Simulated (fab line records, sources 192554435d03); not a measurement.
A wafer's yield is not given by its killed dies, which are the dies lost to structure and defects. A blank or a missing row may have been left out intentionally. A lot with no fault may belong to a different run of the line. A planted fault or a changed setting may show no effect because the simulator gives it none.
Which tool is to blame? || flow n5Finfet || 12 lots with 36 wafers sampled at 6 steps, on a route of 1938 steps

== WHAT EACH GAUGE READ, for each wafer ==
N5_BEOL_M13_THK_MEAS_01.
{"lot": "L074", "measured": "day 11 03:15", "on": "filmMetro-01", "M13_ILD_THK (nm)": "834 815 844"}
{"lot": "L078", "measured": "day 11 12:25", "on": "filmMetro-02", "M13_ILD_THK (nm)": "834 820 846"}
{"lot": "L080", "measured": "day 11 21:31", "on": "filmMetro-02", "M13_ILD_THK (nm)": "830 830 859"}
{"lot": "L081", "measured": "day 12 00:34", "on": "filmMetro-01", "M13_ILD_THK (nm)": "805 829 842"}
{"lot": "L082", "measured": "day 12 20:07", "on": "filmMetro-01", "M13_ILD_THK (nm)": "822 830 843"}
{"lot": "L085", "measured": "day 13 00:57", "on": "filmMetro-02", "M13_ILD_THK (nm)": "824 846 837"}
{"lot": "L089", "measured": "day 13 23:49", "on": "filmMetro-02", "M13_ILD_THK (nm)": "842 836 841"}
{"lot": "L088", "measured": "day 14 13:01", "on": "filmMetro-01", "M13_ILD_THK (nm)": "829 836 839"}
{"lot": "L091", "measured": "day 14 21:09", "on": "filmMetro-01", "M13_ILD_THK (nm)": "836 836 857"}
{"lot": "L092", "measured": "day 15 09:45", "on": "filmMetro-02", "M13_ILD_THK (nm)": "839 833 837"}
{"lot": "L094", "measured": "day 15 17:32", "on": "filmMetro-01", "M13_ILD_THK (nm)": "849 855 852"}
{"lot": "L097", "measured": "day 16 20:01", "on": "filmMetro-01", "M13_ILD_THK (nm)": "838 866 848"}

== TOOL THAT RAN EACH LOT (tool first, then ch and the chambers of the sampled wafers, then the start) ==
{"lot": "L074", "N5_BEOL_M12_VIA_ETCH_16": "rieDiel-01 ch 0,1,2, day 10 19:40", "N5_BEOL_M12_ETCH_67": "rieDiel-01 ch 0,1,3, day 10 20:38", "N5_BEOL_M12_SPUTTER_43": "pvdSputter-03, day 11 01:43", "N5_BEOL_M12_SPUTTER_44": "pvdSputter-03, day 11 01:48", "N5_BEOL_M13_ILD_DEP_00": "pecvd-04 ch 0,1,2, day 11 03:06"}
{"lot": "L078", "N5_BEOL_M12_VIA_ETCH_16": "rieDiel-01 ch 1,2,3, day 11 09:01", "N5_BEOL_M12_ETCH_67": "rieDiel-05 ch 0,2,3, day 11 09:58", "N5_BEOL_M12_SPUTTER_43": "pvdSputter-02, day 11 11:04", "N5_BEOL_M12_SPUTTER_44": "pvdSputter-02, day 11 11:09", "N5_BEOL_M13_ILD_DEP_00": "pecvd-03 ch 1,2, day 11 12:16"}
{"lot": "L080", "N5_BEOL_M12_VIA_ETCH_16": "rieDiel-01 ch 0,1,2, day 11 16:20", "N5_BEOL_M12_ETCH_67": "rieDiel-04 ch 1,2,3, day 11 17:19", "N5_BEOL_M12_SPUTTER_43": "pvdSputter-01, day 11 20:01", "N5_BEOL_M12_SPUTTER_44": "pvdSputter-01, day 11 20:06", "N5_BEOL_M13_ILD_DEP_00": "pecvd-02 ch 0,1,2, day 11 21:22"}
{"lot": "L081", "N5_BEOL_M12_VIA_ETCH_16": "rieDiel-04 ch 0,1,3, day 11 20:44", "N5_BEOL_M12_ETCH_67": "rieDiel-01 ch 0,3, day 11 21:44", "N5_BEOL_M12_SPUTTER_43": "pvdSputter-02, day 11 23:12", "N5_BEOL_M12_SPUTTER_44": "pvdSputter-02, day 11 23:17", "N5_BEOL_M13_ILD_DEP_00": "pecvd-04 ch 0,1,2, day 12 00:25"}
{"lot": "L082", "N5_BEOL_M12_VIA_ETCH_16": "rieDiel-05 ch 0,1,2, day 12 14:37", "N5_BEOL_M12_ETCH_67": "rieDiel-01 ch 2,3, day 12 15:32", "N5_BEOL_M12_SPUTTER_43": "pvdSputter-01, day 12 18:24", "N5_BEOL_M12_SPUTTER_44": "pvdSputter-01, day 12 18:29", "N5_BEOL_M13_ILD_DEP_00": "pecvd-04 ch 0,1,2, day 12 19:58"}
{"lot": "L085", "N5_BEOL_M12_VIA_ETCH_16": "rieDiel-05 ch 1,2, day 12 20:18", "N5_BEOL_M12_ETCH_67": "rieDiel-01 ch 0,2, day 12 21:14", "N5_BEOL_M12_SPUTTER_43": "pvdSputter-02, day 12 23:26", "N5_BEOL_M12_SPUTTER_44": "pvdSputter-02, day 12 23:31", "N5_BEOL_M13_ILD_DEP_00": "pecvd-02 ch 0,2, day 13 00:44"}
{"lot": "L089", "N5_BEOL_M12_VIA_ETCH_16": "rieDiel-01 ch 0,2,3, day 13 19:59", "N5_BEOL_M12_ETCH_67": "rieDiel-01 ch 0,1,3, day 13 20:50", "N5_BEOL_M12_SPUTTER_43": "pvdSputter-02, day 13 22:14", "N5_BEOL_M12_SPUTTER_44": "pvdSputter-02, day 13 22:19", "N5_BEOL_M13_ILD_DEP_00": "pecvd-03 ch 0,1,2, day 13 23:40"}
{"lot": "L088", "N5_BEOL_M12_VIA_ETCH_16": "rieDiel-01 ch 0,2,3, day 14 04:32", "N5_BEOL_M12_ETCH_67": "rieDiel-05 ch 2,3, day 14 05:23", "N5_BEOL_M12_SPUTTER_43": "pvdSputter-03, day 14 11:40", "N5_BEOL_M12_SPUTTER_44": "pvdSputter-03, day 14 11:45", "N5_BEOL_M13_ILD_DEP_00": "pecvd-03 ch 0,2, day 14 12:52"}
{"lot": "L091", "N5_BEOL_M12_VIA_ETCH_16": "rieDiel-04 ch 0,1,2, day 14 14:12", "N5_BEOL_M12_ETCH_67": "rieDiel-05 ch 0,3, day 14 15:04", "N5_BEOL_M12_SPUTTER_43": "pvdSputter-03, day 14 19:28", "N5_BEOL_M12_SPUTTER_44": "pvdSputter-03, day 14 19:33", "N5_BEOL_M13_ILD_DEP_00": "pecvd-03 ch 0,1, day 14 21:00"}
{"lot": "L092", "N5_BEOL_M12_VIA_ETCH_16": "rieDiel-04 ch 0,2,3, day 15 04:34", "N5_BEOL_M12_ETCH_67": "rieDiel-05 ch 0,1,3, day 15 05:29", "N5_BEOL_M12_SPUTTER_43": "pvdSputter-03, day 15 08:24", "N5_BEOL_M12_SPUTTER_44": "pvdSputter-03, day 15 08:29", "N5_BEOL_M13_ILD_DEP_00": "pecvd-02 ch 0,2, day 15 09:36"}
{"lot": "L094", "N5_BEOL_M12_VIA_ETCH_16": "rieDiel-01 ch 0,2, day 15 14:07", "N5_BEOL_M12_ETCH_67": "rieDiel-04 ch 1,2, day 15 15:14", "N5_BEOL_M12_SPUTTER_43": "pvdSputter-03, day 15 16:10", "N5_BEOL_M12_SPUTTER_44": "pvdSputter-03, day 15 16:14", "N5_BEOL_M13_ILD_DEP_00": "pecvd-04 ch 1,2, day 15 17:23"}
{"lot": "L097", "N5_BEOL_M12_VIA_ETCH_16": "rieDiel-05 ch 0,3, day 16 13:14", "N5_BEOL_M12_ETCH_67": "rieDiel-05 ch 0,1, day 16 14:13", "N5_BEOL_M12_SPUTTER_43": "pvdSputter-03, day 16 18:30", "N5_BEOL_M12_SPUTTER_44": "pvdSputter-03, day 16 18:35", "N5_BEOL_M13_ILD_DEP_00": "pecvd-02 ch 1,2, day 16 19:52"}
- N5_BEOL_M12_VIA_ETCH_16: etches SiOC in C4F8/O2/Ar, target depth 724.8 nm.
- N5_BEOL_M12_ETCH_67: etches SiARC in CF4, target depth 143 nm, time 238.3 s.
- N5_BEOL_M12_SPUTTER_43: material TaN, target thk 15 nm, time 24.19 s.
- N5_BEOL_M12_SPUTTER_44: material Ta, target thk 10 nm, time 16.13 s.
- N5_BEOL_M13_ILD_DEP_00: deposits SiOC from DEMS/O2, target thk 837.92 nm, time 166.4 s.

== THE ANSWER, worked out from the rows above alone ==
Rule: the usual values come from the lots themselves. The widest of any qualifying gaps counts: lots, ordered by their means at a reading, are off when they make up no more than a third of the lots, leave a main group of 4 or more, and stand apart from it by 3 or more times the standard deviation of that group's means. A main group whose means are all the same, to the digits that the tables above print for the reading, isn't used. Also off: a lot with no number at a reading for which 4 or more lots have one. The other lots that the step has rows for count as sound.
Nothing can be told from this: no lot is off at any reading shown.

== WHAT THE SIMULATOR HAD INSERTED ==
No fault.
